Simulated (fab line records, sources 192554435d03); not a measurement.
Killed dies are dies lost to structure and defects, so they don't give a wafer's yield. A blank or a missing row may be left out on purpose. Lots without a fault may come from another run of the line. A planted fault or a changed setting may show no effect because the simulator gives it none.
Chamber matching | flow n5_finfet | N5_HKMG_FIN_ALD_36 on ald_metal-01: 4 sister chambers
The step deposits TiN, target thk 1 nm, pulse time 1 s, purge time 3 s. 4 wafers are shown with their chamber, then 9 later ones without.

WAFERS WITH THEIR CHAMBER
wafer  | chamber | heater_power_w (W)
L089.6 | 3       | 899
L090.3 | 0       | 834
L090.5 | 1       | 788
L090.6 | 2       | 956

WAFERS WITHOUT THEIR CHAMBER
wafer  | heater_power_w (W)
L092.1 | 893
L092.3 | 854
L092.6 | 836
L094.1 | 813
L094.2 | 959
L094.6 | 901
L095.1 | 864
L095.5 | 978
L095.6 | 829

WHICH CHAMBER EACH WENT THROUGH
wafer  | from the rows above     | in truth
L092.1 | 3                       | 3
L092.3 | can't be placed: 0 or 3 | 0
L092.6 | 0                       | 0
L094.1 | can't be placed: 0 or 1 | 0
L094.2 | 2                       | 2
L094.6 | 3                       | 3
L095.1 | can't be placed: 0 or 3 | 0
L095.5 | 2                       | 2
L095.6 | 0                       | 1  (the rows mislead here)
Placed correctly: 5 of 9. Can't be placed from these rows: 3 (the true chamber is among the candidates in 3). Placed wrongly: 1.
How it was worked out, from the rows above alone: a wafer's distance from a chamber is the root of the sum, over the readings, of the square of ((its reading less the chamber's mean) divided by the reading's scatter). The wafer belongs to the nearest chamber; if the next one is less than 2 further off, it can't be placed. A chamber's mean is the mean of its shown wafers. The scatter: with one shown wafer a chamber, the root of the mean of the squares of how far each hidden wafer lies from its nearest shown one.
